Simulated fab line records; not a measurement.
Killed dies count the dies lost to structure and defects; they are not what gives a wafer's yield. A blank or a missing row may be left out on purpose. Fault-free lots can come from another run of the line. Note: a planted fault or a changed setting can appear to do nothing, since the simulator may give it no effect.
Check of tool commonality ; flow nand-harc ; 12 lots and 36 wafers in the sample

REASON IT WAS OPENED
At NHARC_END_SORT_01 the reading killed-at-periphery is flagged on 3 of 12 lots. Fault-free wafers read 3.0, with a standard deviation of 2.3.
Rule: a lot is flagged when every wafer of it that has a number lies more than 4 standard deviations from that mean, or none has a number. The other lots count as sound.

lot;measured;on;killed-at-periphery, wafer by wafer;flag
L452;day 25 00:16;prober-02;2 4 1;
L454;day 25 21:56;prober-01;3 1 4;
L458;day 26 08:21;prober-02;614 608 615;FLAGGED
L457;day 26 11:43;prober-01;622 612 608;FLAGGED
L467;day 27 06:56;prober-02;0 3 2;
L465;day 27 12:46;prober-01;7 11 5;
L466;day 27 14:41;prober-02;3 0 2;
L469;day 27 19:00;prober-01;3 6 5;
L468;day 27 22:31;prober-02;4 2 2;
L464;day 28 01:59;prober-01;3 2 4;
L460;day 28 06:14;prober-02;604 597 598;FLAGGED
L471;day 28 14:04;prober-02;0 3 2;
Flagged lots average 608.7: +605.7 relative to the usual, that is +99 or more standard deviations.

TOOL THAT RAN EACH LOT
3 process steps preceding the reading are held in the record, out of 1159 steps in the route. Every cell lists first the tool, next ch and the chambers used by the sampled wafers, and last the start.
lot;flag;NHARC_P_M0_ANNEAL_30;NHARC_P_M0_CMP_23;NHARC_P_M1_STRIP_18
L452;;rtp-anneal-01 ch 0, day 8 13:53;cmp-04 ch 0,3, day 8 14:14;rie-diel-02 ch 0,1,2, day 8 16:35
L454;;rtp-anneal-02 ch 0, day 9 00:16;cmp-03 ch 0,3, day 9 00:26;rie-diel-02 ch 1,2, day 9 03:25
L458;FLAGGED;rtp-anneal-01 ch 0, day 9 09:04;cmp-03 ch 1,2, day 9 09:23;rie-diel-02 ch 0,2, day 9 12:01
L457;FLAGGED;rtp-anneal-02 ch 0, day 9 06:39;cmp-03 ch 0,1,3, day 9 07:00;rie-diel-02 ch 1,2, day 9 09:23
L467;;rtp-anneal-02 ch 0, day 10 12:40;cmp-03 ch 0,2,3, day 10 13:04;rie-diel-13 ch 0,1,3, day 10 15:29
L465;;rtp-anneal-02 ch 0, day 10 04:01;cmp-04 ch 0,1, day 10 04:13;rie-diel-10 ch 0,2,3, day 10 06:43
L466;;rtp-anneal-02 ch 0, day 10 03:18;cmp-02 ch 0,2,3, day 10 03:42;rie-diel-13 ch 1,2, day 10 05:59
L469;;rtp-anneal-01 ch 0, day 10 18:25;cmp-03 ch 1,2,3, day 10 18:46;rie-diel-02 ch 0,1,3, day 10 21:15
L468;;rtp-anneal-01 ch 0, day 10 17:47;cmp-03 ch 2,3, day 10 18:08;rie-diel-13 ch 0,2,3, day 10 20:35
L464;;rtp-anneal-01 ch 0, day 10 00:04;cmp-02 ch 0,3, day 10 00:25;rie-diel-13 ch 0,1,3, day 10 02:52
L460;FLAGGED;rtp-anneal-02 ch 0, day 9 10:37;cmp-03 ch 0,3, day 9 10:57;rie-diel-13 ch 0,1,2, day 9 14:08
L471;;rtp-anneal-01 ch 0, day 11 08:51;cmp-03 ch 0,1,3, day 11 09:16;rie-diel-13 ch 0,2, day 11 11:39
What the steps here do:
- NHARC_P_M0_ANNEAL_30: time 90 s.
- NHARC_P_M0_CMP_23: polishes, t overpolish 20 s, target thk 117.53 nm.
- NHARC_P_M1_STRIP_18: strips in N2/H2.
- NHARC_END_SORT_01

FLAGGED AGAINST TOTAL, ONE TOOL AT A TIME (gauges that did the reading follow at the end)
step;tool;lots run;flagged;share of the flagged lots;sound lots run after its first flagged lot
NHARC_P_M0_ANNEAL_30;rtp-anneal-01;6;1;some;4 (L464,L468,L469,L471)
NHARC_P_M0_ANNEAL_30;rtp-anneal-02;6;2;some;3 (L466,L465,L467)
NHARC_P_M0_CMP_23;cmp-02;2;0;none;-
NHARC_P_M0_CMP_23;cmp-03;8;3;all;4 (L467,L468,L469,L471)
NHARC_P_M0_CMP_23;cmp-04;2;0;none;-
NHARC_P_M1_STRIP_18;rie-diel-02;5;2;some;1 (L469)
NHARC_P_M1_STRIP_18;rie-diel-10;1;0;none;-
NHARC_P_M1_STRIP_18;rie-diel-13;6;1;some;5 (L464,L466,L467,L468,L471)
NHARC_END_SORT_01;prober-01;5;1;some;3 (L465,L469,L464)
NHARC_END_SORT_01;prober-02;7;2;some;4 (L467,L466,L468,L471)

WHAT THE TABLE PERMITS
All flagged lots share 1 row of the table, namely cmp-03 at NHARC_P_M0_CMP_23.
- cmp-03 at NHARC_P_M0_CMP_23 ran 8 lots, 3 of them flagged. Lots that were sound ran on it after the first flagged one (L467, L468, L469, L471); a persistent fault on the entire tool would not allow that.
Not one row of the table ran every flagged lot while running no sound lot after the first.

WHAT THE SIMULATOR PUT IN
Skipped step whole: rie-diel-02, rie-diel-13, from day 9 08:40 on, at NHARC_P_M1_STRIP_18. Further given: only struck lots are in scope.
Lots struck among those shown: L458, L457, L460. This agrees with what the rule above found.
